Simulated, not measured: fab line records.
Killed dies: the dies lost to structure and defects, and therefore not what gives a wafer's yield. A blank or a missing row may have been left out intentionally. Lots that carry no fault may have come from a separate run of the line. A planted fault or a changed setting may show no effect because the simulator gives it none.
Split-lot study / flow n5 finfet / 7 lots, 21 wafers read, on a route of 1938 steps

## ON THE SPLIT
At N5_BEOL_M2_TRENCH_ETCH_37 (etches SiOC in C4F6/O2, target depth 55.555 nm, time 29.2 s), the setting source w was moved away from the recipe's 355 W on 6 of the 21 wafers read, by -15.2% to +11.1%. The other wafers ran this setting at the recipe's value.

The reading comes from the split's own step.

## THE READING
rf vpp V, in V, at N5_BEOL_M2_TRENCH_ETCH_37 (etches SiOC in C4F6/O2, target depth 55.555 nm, time 29.2 s). Fault-free wafers of this fab line usually give 665 V, standard deviation 13 V.

wafer=L076.2; tool, chamber at the split=rie diel-03, 1; source w as run, W=355; against the recipe=recipe; rf vpp V, V=660; against lot-mates on the recipe=-
wafer=L076.4; tool, chamber at the split=rie diel-03, 2; source w as run, W=355; against the recipe=recipe; rf vpp V, V=663; against lot-mates on the recipe=-
wafer=L076.6; tool, chamber at the split=rie diel-03, 0; source w as run, W=355; against the recipe=recipe; rf vpp V, V=673; against lot-mates on the recipe=-
wafer=L078.1; tool, chamber at the split=rie diel-03, 0; source w as run, W=328.4; against the recipe=-7.5%; rf vpp V, V=701; against lot-mates on the recipe=+39
wafer=L078.2; tool, chamber at the split=rie diel-03, 2; source w as run, W=355; against the recipe=recipe; rf vpp V, V=662; against lot-mates on the recipe=-
wafer=L078.6; tool, chamber at the split=rie diel-03, 0; source w as run, W=328.4; against the recipe=-7.5%; rf vpp V, V=701; against lot-mates on the recipe=+39
wafer=L082.3; tool, chamber at the split=rie diel-05, 0; source w as run, W=355; against the recipe=recipe; rf vpp V, V=644; against lot-mates on the recipe=-
wafer=L082.4; tool, chamber at the split=rie diel-05, 3; source w as run, W=355; against the recipe=recipe; rf vpp V, V=642; against lot-mates on the recipe=-
wafer=L082.5; tool, chamber at the split=rie diel-05, 0; source w as run, W=355; against the recipe=recipe; rf vpp V, V=643; against lot-mates on the recipe=-
wafer=L083.1; tool, chamber at the split=rie diel-01, 2; source w as run, W=355; against the recipe=recipe; rf vpp V, V=682; against lot-mates on the recipe=-
wafer=L083.2; tool, chamber at the split=rie diel-01, 0; source w as run, W=309.2; against the recipe=-12.9%; rf vpp V, V=725; against lot-mates on the recipe=+46
wafer=L083.5; tool, chamber at the split=rie diel-01, 0; source w as run, W=355; against the recipe=recipe; rf vpp V, V=675; against lot-mates on the recipe=-
wafer=L089.2; tool, chamber at the split=rie diel-03, 2; source w as run, W=394.3; against the recipe=+11.1%; rf vpp V, V=627; against lot-mates on the recipe=-46
wafer=L089.3; tool, chamber at the split=rie diel-03, 3; source w as run, W=394.3; against the recipe=+11.1%; rf vpp V, V=632; against lot-mates on the recipe=-41
wafer=L089.4; tool, chamber at the split=rie diel-03, 0; source w as run, W=355; against the recipe=recipe; rf vpp V, V=673; against lot-mates on the recipe=-
wafer=L092.1; tool, chamber at the split=rie diel-05, 0; source w as run, W=355; against the recipe=recipe; rf vpp V, V=654; against lot-mates on the recipe=-
wafer=L092.2; tool, chamber at the split=rie diel-05, 3; source w as run, W=355; against the recipe=recipe; rf vpp V, V=641; against lot-mates on the recipe=-
wafer=L092.4; tool, chamber at the split=rie diel-05, 3; source w as run, W=355; against the recipe=recipe; rf vpp V, V=640; against lot-mates on the recipe=-
wafer=L096.1; tool, chamber at the split=rie diel-01, 2; source w as run, W=355; against the recipe=recipe; rf vpp V, V=682; against lot-mates on the recipe=-
wafer=L096.2; tool, chamber at the split=rie diel-01, 1; source w as run, W=301; against the recipe=-15.2%; rf vpp V, V=744; against lot-mates on the recipe=+66
wafer=L096.3; tool, chamber at the split=rie diel-01, 0; source w as run, W=355; against the recipe=recipe; rf vpp V, V=674; against lot-mates on the recipe=-

THE FIT
A straight line over all 21 wafers: rf vpp V changes by -4.4 V for each +1% of source w; r = -0.88; the points scatter about the line by 15 V.
The same after taking each lot's own level away (the mean of its wafers on the recipe; 21 wafers): -4.15 V for each +1%; r = -0.98; scatter 5 V.
On that fit, the largest move of source w shifts the reading by 63 V.
The span of the lots' own levels, 643.0 to 678.5 V, comes to 2.7 times the standard deviation stated above.
Hence the lot-to-lot level has little effect on the slope; both slopes agree.
Check: for one of the wafers moved furthest among these (-15.2%), held out of the fit, the line's prediction against its lot-mates is +62.9 V. Against them it came out at +66 V.
Tool readings at the split's step, against how far the setting was moved: rf vpp V r = -0.88.

## THE WHOLE CHAIN: every reading that the file lists as answering this split, in the file's order
step=N5_BEOL_M2_TRENCH_ETCH_37; what it does=etches SiOC in C4F6/O2, target depth 55.555 nm, time 29.2 s; reading=rf vpp V; change (the file's fit)=-4.15 V for each +1% of the setting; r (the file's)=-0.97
step=N5_BEOL_M2_TRENCH_ETCH_37; what it does=etches SiOC in C4F6/O2, target depth 55.555 nm, time 29.2 s; reading=etch.depth nm (the simulator's own value, which no gauge read); change (the file's fit)=+0.23 nm for each +1% of the setting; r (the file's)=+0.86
step=N5_BEOL_M2_TRENCH_ETCH_37; what it does=etches SiOC in C4F6/O2, target depth 55.555 nm, time 29.2 s; reading=BEOL_M2.feature depth nm (the simulator's own value, which no gauge read); change (the file's fit)=+0.23 nm for each +1% of the setting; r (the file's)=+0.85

## THE FILE'S OWN FIT
rf vpp V changes by -4.15 V for each +1% of source w, r = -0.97.
